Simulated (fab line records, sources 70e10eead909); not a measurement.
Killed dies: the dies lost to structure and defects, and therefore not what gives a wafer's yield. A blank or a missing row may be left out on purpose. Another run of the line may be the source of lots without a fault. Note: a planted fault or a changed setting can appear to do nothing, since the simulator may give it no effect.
fab line records    flow nandHarc
record lots=10  wafers=30  lastDay=32
route steps=1302 shown P_BONDPAD@372 A_ZERO_WELL@403 A_SOURCE_PLATE@417 A_ONON_D1@427 END@1302
lots that met no fault: taken from a fault-free run of the same line
startH: hours from the record's first day to the start of the lot's first wafer shown    waitH: time in hours since the lot's previous step    " the same as in the row above    L1.1+2: several wafers, shown together as one row    - no value, or no start was given    * or withheld: withheld    < > ~ a bound
route shown NAME@n: a module of which the file shows steps, and the number in the route of the first    usual: average and standard deviation across the fault-free wafers    same: alike in all rows    chamber/n: place in a boat    sites: readings site by site    _std_site: standard deviation across them    _edge_site: outer sites' mean less inner sites'    radiusMm: how far each site lies from the wafer's centre    mask NAME#n: copy n    behind: the tool/chamber that last shaped the wafer    hold: the reason the lot was held/the length of the hold in hours/how it ended    device: names the non-switching transistor (n, p or np)    end of line: tests run on the same wafers once the route is complete    for a step that has no rows: nothing shown but its recipe    killed: dies that structure and defects cost at the first sort, which is not the same as the wafer's yield    map: a wafer's dies, x killed, . not, _ none there
set.NAME: the setting that was run; set.NAME@STEP: the one run at that earlier step    model.NAME: the simulator's own value behind a step, which no gauge read
one table for each step of the route and one row for each wafer, over a sample of lots
services: from which hour (startH, from the record's first day; less than 0 if before it) a tool's chamber was out of use, for how many hours, and why
## steps
# step NHARC_P_BONDPAD_ETCH_24
# recipe targetDepthA=300  overEtchFrac=0.3  timeS=72.99  ionEnergyEv=150  cf4FlowSccm=50  n2FlowSccm=100  arFlowSccm=150  rfW=300  biasW=100  chemistry=CF4/N2
# usual drypumpMotorCurrentA=5.7/0.49  oesProductAu=0.999/0.0092  rfVppV=314.3/2  showerheadPlenumPTorr=2.63/0.097  throttleValvePct=19.795/0.0091
# same overEtchFrac=0.3  timeS=72.99
lot.wafer  tool        chamber  startH  waitH  drypumpMotorCurrentA  oesProductAu  rfHoursCounterH  rfVppV  showerheadPlenumPTorr  throttleValvePct
L736.1     rieDiel-03  1        -       -      5.4                   0.993         1.3              312.8   2.55                   19.788
L736.2     "           2        "       "      5.6                   1.001         1.3              312.7   2.54                   19.802
L736.4     "           0        "       "      4.9                   0.996         1.5              314.0   2.59                   19.821
L739.2     rieDiel-13  2        -       -      5.5                   0.993         1.0              311.7   2.50                   19.794
L739.3     "           3        "       "      6.5                   1.001         1.0              311.7   2.57                   19.779
L739.5     "           1        "       "      6.2                   0.998         -                315.4   2.64                   19.796
L748.1     rieDiel-03  0        -       -      4.9                   0.999         3.7              314.0   2.59                   19.793
L748.2     "           1        "       "      5.4                   0.997         3.7              313.7   2.55                   19.795
L748.4     "           3        "       "      6.1                   1.004         3.7              313.4   2.63                   19.787
L747.2     rieDiel-13  2        -       -      5.5                   0.998         5.6              312.5   2.50                   19.788
L747.4     "           0        "       "      6.2                   0.993         5.7              317.0   2.75                   19.793
L747.5     "           3        "       "      6.5                   1.007         -                312.5   2.57                   19.801
L749.4     rieDiel-13  2        -       -      5.5                   0.983         6.5              311.4   2.50                   19.793
L749.1     "           3        "       "      6.5                   1.008         6.5              312.7   2.57                   19.786
L749.3     "           0        "       "      6.3                   0.983         6.6              316.6   2.75                   19.777
L751.2     rieDiel-03  3        -       -      6.0                   0.977         0.9              314.9   2.63                   19.785
L751.3     "           1        "       "      5.3                   0.991         0.7              312.6   2.55                   19.801
L751.5     "           3        "       "      6.1                   0.988         -                313.2   2.63                   19.801
L752.3     rieDiel-05  3        -       -      6.2                   0.999         4.3              316.0   2.78                   19.799
L752.2     "           1        "       "      5.1                   1.005         3.8              316.3   2.80                   19.785
L752.6     "           3        "       "      6.2                   0.987         -                316.8   2.77                   19.799
L753.1     rieDiel-05  0        -       -      5.9                   0.998         4.2              314.2   2.65                   19.784
L753.3     "           1        "       "      5.1                   0.993         4.8              316.5   2.80                   19.800
L753.4     "           3        "       "      6.2                   0.988         4.9              317.7   2.77                   19.798
L754.2     rieDiel-05  3        -       -      6.2                   0.984         5.8              315.9   2.77                   19.795
L754.4     "           0        "       "      5.9                   1.011         5.0              314.9   2.65                   19.800
L754.5     "           0        "       "      5.9                   1.011         -                315.1   2.65                   19.791
L755.2     rieDiel-03  3        -       -      6.1                   0.987         2.0              314.0   2.63                   19.803
L755.4     "           0        "       "      4.9                   1.010         2.0              314.5   2.59                   19.798
L755.6     "           2        "       "      5.7                   0.999         -                313.0   2.54                   19.793
# step NHARC_A_ZERO_WELL_DESCUM_12
# recipe timeS=3  o2FlowSccm=200  arFlowSccm=0  biasPowerW=0  chemistry=O2
# usual drypumpMotorCurrentA=5.9/0.33  oesProductAu=1.001/0.01  rfVppV=58.0/0.96  showerheadPlenumPTorr=1.96/0.11  throttleValvePct=11.311/0.0089
# same timeS=3
lot.wafer  tool        chamber  startH  waitH  drypumpMotorCurrentA  oesProductAu  rfHoursCounterH  rfVppV  showerheadPlenumPTorr  throttleValvePct
L736.4     rieDiel-12  2        164.97  -      5.6                   0.999         2                58.2    2.02                   11.312
L736.2     "           0        "       "      5.9                   0.996         2                55.9    2.07                   11.326
L736.1     "           1        "       "      5.7                   1.010         2                57.9    2.04                   11.313
L739.2     rieDiel-12  1        193.15  -      5.7                   1.009         3                59.4    2.04                   11.310
L739.3     "           2        "       "      5.6                   0.988         3                57.4    2.02                   11.309
L739.5     "           2        "       "      5.6                   0.998         -                57.3    2.02                   11.306
L748.1     rieDiel-12  1        281.90  -      5.7                   1.011         0                58.1    2.04                   11.319
L748.4     "           2        "       "      5.5                   0.998         0                57.2    2.02                   11.317
L748.2     "           3        "       "      6.2                   0.986         1                59.1    1.79                   11.330
L747.4     rieDiel-12  0        282.09  -      5.9                   0.982         1                58.1    2.07                   11.316
L747.2     "           2        "       "      5.6                   0.993         0                59.5    2.02                   11.327
L747.5     "           1        "       "      5.6                   1.017         -                56.9    2.04                   11.315
L749.3     rieDiel-12  1        300.14  -      5.7                   1.024         1                59.6    2.04                   11.323
L749.4     "           3        "       "      6.2                   1.001         1                58.5    1.79                   11.316
L749.1     "           0        "       "      5.9                   0.990         1                59.5    2.07                   11.303
L751.2     rieDiel-04  1        318.70  -      6.6                   0.998         22               57.2    1.76                   11.313
L751.3     "           2        "       "      6.3                   1.010         19               58.8    1.85                   11.305
L751.5     "           2        "       "      6.4                   1.016         -                58.5    1.85                   11.320
L752.2     rieDiel-12  2        332.00  -      5.6                   1.000         2                57.6    2.02                   11.306
L752.3     "           0        "       "      5.9                   1.001         2                59.4    2.07                   11.316
L752.6     "           2        "       "      5.6                   1.004         -                57.2    2.02                   11.295
L753.4     rieDiel-12  1        336.96  -      5.7                   1.019         2                57.3    2.04                   11.303
L753.3     "           2        "       "      5.6                   0.999         2                57.6    2.02                   11.316
L753.1     "           0        "       "      6.0                   0.997         2                58.3    2.07                   11.314
L754.2     rieDiel-04  1        348.71  -      6.6                   0.999         28               58.3    1.76                   11.295
L754.4     "           3        "       "      6.4                   1.014         30               56.8    1.94                   11.313
L754.5     "           1        "       "      6.6                   0.999         -                57.1    1.76                   11.312
L755.4     rieDiel-12  0        357.36  -      5.9                   0.974         2                59.7    2.07                   11.304
L755.2     "           1        "       "      5.7                   1.013         2                57.9    2.04                   11.329
L755.6     "           1        "       "      5.7                   0.995         -                58.6    2.04                   11.311
# step NHARC_A_SOURCE_PLATE_PVD_04
# recipe targetThkA=500  material=WSi2
lot.wafer   tool           chamber  startH  waitH
L736.2+4+1  pvdSputter-01  -        176.04  0.1
L739.2+3+5  pvdSputter-01  -        202.59  0.1
L747.4+2+5  pvdSputter-01  -        290.51  0.1
L748.2+4+1  pvdSputter-03  -        290.51  0.1
L749.3+4+1  pvdSputter-03  -        308.92  0.1
L751.3+2+5  pvdSputter-01  -        325.53  0.1
L752.3+2+6  pvdSputter-03  -        340.69  0.1
L753.1+4+3  pvdSputter-02  -        345.59  0.1
L754.2+4+5  pvdSputter-01  -        357.01  0.1
L755.4+2+6  pvdSputter-01  -        365.99  0.1
# step NHARC_A_SOURCE_PLATE_CVD_03
# recipe targetThkA=2000  tempC=620  pressureMtorr=200  timeS=4000  material=poly-Si
# usual spikeTcBottomC=641.2/1.2  spikeTcCentreC=620.8/1.5  spikeTcLowerC=620.8/2  spikeTcTopC=640.7/1.1  spikeTcUpperC=620.6/1  tubeCenterTempC=620/0.056  zonePowerCentrePct=10.1/0.34
# same timeS=4000
lot.wafer  tool          chamber  startH  waitH  spikeTcBottomC  spikeTcCentreC  spikeTcLowerC  spikeTcTopC  spikeTcUpperC  tubeCenterTempC  zonePowerCentrePct
L736.1     lpcvdPoly-01  0        178.46  -      641.3           619.9           620.0          640.9        620.2          620.06           9.6
L736.2     "             0        "       "      643.4           618.6           620.4          639.3        618.9          619.99           9.7
L736.4     "             0        "       "      641.7           621.1           621.4          640.7        620.0          620.06           9.7
L739.2     lpcvdPoly-04  0        205.12  -      661.6           641.8           644.0          661.6        640.8          640.93           10.6
L739.3     "             0        "       "      660.4           641.8           643.0          660.3        641.4          640.92           10.5
L739.5     "             0        "       "      660.8           641.1           643.1          662.5        642.3          640.91           10.6
L747.2     lpcvdPoly-04  0        293.04  -      641.7           622.4           622.5          639.4        620.3          620.07           10.0
L747.4     "             0        "       "      642.4           619.4           623.0          639.9        622.4          619.94           9.9
L747.5     "             0        "       "      640.5           620.8           622.3          640.5        621.3          619.99           10.1
L748.1     lpcvdPoly-04  0        293.04  -      639.4           620.9           623.4          641.8        619.2          619.9            10.0
L748.2     "             0        "       "      639.6           619.6           624.0          642.6        620.7          620.01           10.1
L748.4     "             0        "       "      638.9           619.0           621.7          639.8        620.7          620.05           10.0
L749.1     lpcvdPoly-01  0        311.35  -      641.6           619.5           622.7          639.3        619.4          619.95           9.6
L749.3     "             0        "       "      641.0           620.7           620.7          643.4        620.4          619.99           9.8
L749.4     "             0        "       "      642.4           619.0           619.8          641.5        619.4          620.05           9.6
L751.2     lpcvdPoly-04  0        328.03  -      639.5           619.8           621.8          639.0        619.9          620.07           9.9
L751.3     "             0        "       "      640.0           620.1           622.7          640.7        619.3          619.93           10.0
L751.5     "             0        "       "      639.8           622.5           621.7          641.0        621.4          619.9            10.0
L752.2     lpcvdPoly-03  0        343.17  -      641.7           622.5           618.8          639.9        622.1          619.92           10.6
L752.3     "             0        "       "      641.9           621.1           617.7          641.6        619.0          619.98           10.6
L752.6     "             0        "       "      641.7           623.6           619.5          641.5        621.3          620.02           10.5
L753.1     lpcvdPoly-04  0        348.14  -      640.4           621.8           623.1          641.4        621.9          619.95           9.8
L753.3     "             0        "       "      640.9           620.9           621.5          641.2        621.1          620.06           10.2
L753.4     "             0        "       "      639.5           620.2           622.1          641.1        622.5          620.07           10.1
L754.2     lpcvdPoly-01  0        359.42  -      641.2           618.1           620.0          641.3        621.5          619.94           9.7
L754.4     "             0        "       "      641.3           619.7           619.3          642.9        621.2          619.99           9.9
L754.5     "             0        "       "      643.0           618.5           620.1          641.1        622.1          619.92           9.6
L755.2     lpcvdPoly-04  0        368.48  -      641.8           620.0           620.7          639.0        619.0          620              10.2
L755.4     "             0        "       "      640.2           620.4           621.8          640.6        621.4          619.99           10.1
L755.6     "             0        "       "      640.4           621.0           620.5          641.9        618.9          620.01           10.0
# step NHARC_A_SOURCE_PLATE_THK_MEAS_06
# recipe thkMeasGauge=ellipsometry
# usual thkNm=200.2/2.2
lot.wafer  tool          chamber  startH  waitH  thkNm
L736.1     filmMetro-01  -        188.92  0.4    200.5
L736.2     "             -        "       "      200.7
L736.4     "             -        "       "      200.0
L739.2     filmMetro-01  -        216.11  0.4    324.6
L739.3     "             -        "       "      322.8
L739.5     "             -        "       "      325.2
L748.1     filmMetro-02  -        303.33  0.4    200.1
L748.2     "             -        "       "      199.8
L748.4     "             -        "       "      198.5
L747.2     filmMetro-01  -        303.33  0.4    196.6
L747.4     "             -        "       "      198.1
L747.5     "             -        "       "      196.8
L749.1     filmMetro-01  -        321.74  0.4    197.2
L749.3     "             -        "       "      200.0
L749.4     "             -        "       "      200.6
L751.2     filmMetro-01  -        339.33  0.4    198.7
L751.3     "             -        "       "      200.0
L751.5     "             -        "       "      201.0
L752.2     filmMetro-01  -        353.21  0.4    201.6
L752.3     "             -        "       "      204.5
L752.6     "             -        "       "      201.8
L753.1     filmMetro-02  -        358.54  0.4    200.6
L753.3     "             -        "       "      197.3
L753.4     "             -        "       "      200.5
L754.2     filmMetro-02  -        369.40  0.4    203.1
L754.4     "             -        "       "      201.5
L754.5     "             -        "       "      201.2
L755.2     filmMetro-01  -        378.99  0.4    199.6
L755.4     "             -        "       "      201.8
L755.6     "             -        "       "      200.9
# step NHARC_A_ONON_D1_THK_MEAS_05
# recipe thkMeasGauge=ellipsometry
# usual thkNm=1000/10
lot.wafer  tool          chamber  startH  waitH  thkNm
L736.1     filmMetro-01  -        190.16  -      1019
L736.2     "             -        "       "      1021
L736.4     "             -        "       "      1017
L739.2     filmMetro-01  -        217.35  -      1008
L739.3     "             -        "       "      1007
L739.5     "             -        "       "      1006
L747.2     filmMetro-02  -        304.56  -      1007
L747.4     "             -        "       "      1006
L747.5     "             -        "       "      1007
L748.1     filmMetro-01  -        304.57  -      1010
L748.2     "             -        "       "      1010
L748.4     "             -        "       "      1011
L749.1     filmMetro-01  -        322.94  -      986
L749.3     "             -        "       "      985
L749.4     "             -        "       "      986
L751.2     filmMetro-02  -        340.55  -      996
L751.3     "             -        "       "      995
L751.5     "             -        "       "      995
L752.2     filmMetro-01  -        354.41  -      992
L752.3     "             -        "       "      990
L752.6     "             -        "       "      991
L753.1     filmMetro-02  -        359.77  -      989
L753.3     "             -        "       "      990
L753.4     "             -        "       "      991
L754.2     filmMetro-02  -        370.65  -      1003
L754.4     "             -        "       "      1001
L754.5     "             -        "       "      1003
L755.2     filmMetro-01  -        380.20  -      981
L755.4     "             -        "       "      981
L755.6     "             -        "       "      981
# step NHARC_END_SORT_01
# recipe tempC=25
# usual killedAtArray=55/15  killedAtOther=1.0/1.2  killedAtPeriphery=3.4/2.2  killedDies=59/15  killedOpen=3.2/2  killedShort=2.5/1.7
# same grossDies=677
lot.wafer  tool       chamber  startH  waitH  killedAtArray  killedAtOther  killedAtPeriphery  killedDies  killedOpen  killedShort
L739.2     prober-02  0        620.29  2.8    76             0              1                  77          2           3
L739.3     prober-02  0        621.09  3.1    54             1              2                  57          5           3
L739.5     prober-02  0        622.68  3.7    63             0              4                  67          4           2
# killed by level:class
L739.2 A_SLIT:chamberFilmFlake=33 A_CHANNEL_HOLE_D2:chamberFilmFlake=19 A_CHANNEL_HOLE_D1:chamberFilmFlake=10 A_CONTACT:chamberFilmFlake=4 A_WL_FILL:chamberFilmFlake=3 A_STAIRCASE:chamberFilmFlake=2 P_M2:geometricParticle:short=1 A_SOURCE_PLATE:geometricParticle:open=1
L739.3 A_SLIT:chamberFilmFlake=26 A_CHANNEL_HOLE_D2:chamberFilmFlake=12 A_CHANNEL_HOLE_D1:chamberFilmFlake=4 A_CONTACT:chamberFilmFlake=4 A_ONON_D1:geometricParticle:short=2 A_STAIRCASE:chamberFilmFlake=2 P_M0:geometricParticle:open=1 P_M0:geometricParticle:short=1
L739.5 A_SLIT:chamberFilmFlake=33 A_CHANNEL_HOLE_D2:chamberFilmFlake=16 A_CHANNEL_HOLE_D1:chamberFilmFlake=5 A_STAIRCASE:chamberFilmFlake=4 A_WL_FILL:chamberFilmFlake=3 P_GATE:geometricParticle:open=2 P_CONTACT:geometricParticle:open=1 P_M0:geometricParticle:open=1
## services
tool           chamber  startH  hours  kind
rieDiel-04     -        146.74  0.9    repair
pvdSputter-03  -        149.18  7.5    repair
rieDiel-13     -        165.00  9.0    pm
pvdSputter-03  -        170.03  10.0   pm
rieDiel-04     3        170.10  5.6    repair
rieDiel-04     -        177.90  9.0    pm
pvdSputter-03  -        203.42  1.3    repair
rieDiel-05     3        203.81  5.2    repair
lpcvdPoly-01   -        204.19  1.6    repair
pvdSputter-01  -        226.02  10.0   pm
rieDiel-05     -        230.28  9.0    pm
lpcvdPoly-04   -        230.31  1.7    repair
pvdSputter-03  -        250.75  5.1    repair
pvdSputter-01  -        256.83  0.7    repair
rieDiel-12     -        268.40  9.0    pm
rieDiel-03     -        281.37  9.0    pm
pvdSputter-01  -        284.48  3.6    repair
rieDiel-03     1        293.91  5.2    repair
rieDiel-12     -        314.29  0.8    repair
pvdSputter-03  -        314.35  4.1    repair
rieDiel-13     3        333.51  26.8   repair
rieDiel-13     -        342.00  9.0    pm
rieDiel-03     -        342.98  0.5    repair
pvdSputter-03  -        348.03  10.0   pm
## key
firstSign step=NHARC_A_SOURCE_PLATE_CVD_03  reading=tubeCenterTempC  direction=up  sigmas=99+  usual=*  struck=*
effect step=NHARC_A_SOURCE_PLATE_CVD_03  reading=spikeTcUpperC  direction=up  sigmas=21  usual=620.6  struck=641.5
effect step=NHARC_A_SOURCE_PLATE_THK_MEAS_06  reading=thkNm  direction=up  sigmas=58  usual=200.2  struck=324.2
metAt NHARC_A_SOURCE_PLATE_PVD_04,NHARC_A_SOURCE_PLATE_CVD_03
struckLots L739
struckWafers L739.2,L739.3,L739.5
testerLeftOut L739
notActingAt NHARC_P_BONDPAD_ETCH_24,NHARC_A_ZERO_WELL_DESCUM_12,NHARC_A_ONON_D1_THK_MEAS_05
onsetBetween 176.04 202.59
fault kind=processParameterDrift  tool=pvdSputter-01  chamber=-  onsetH=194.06  steps=NHARC_A_SOURCE_PLATE_PVD_04  channel=targetThkA  offset=*  shape=step  endH=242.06  actsIn=*  stated=*  scope=struckWafersOnly
fault kind=processParameterDrift  tool=lpcvdPoly-04  chamber=-  onsetH=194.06  steps=NHARC_A_SOURCE_PLATE_CVD_03  channel=tempC  offset=*  shape=step  endH=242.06  actsIn=*  stated=*
# testerLeftOut: of these lots the tester's yield and bins aren't shown, on N5 and GAA mostly nor the transistor test; their killed dies are dies lost to structure and defects alone, not to doping, threshold or leakage, so they don't give the yield
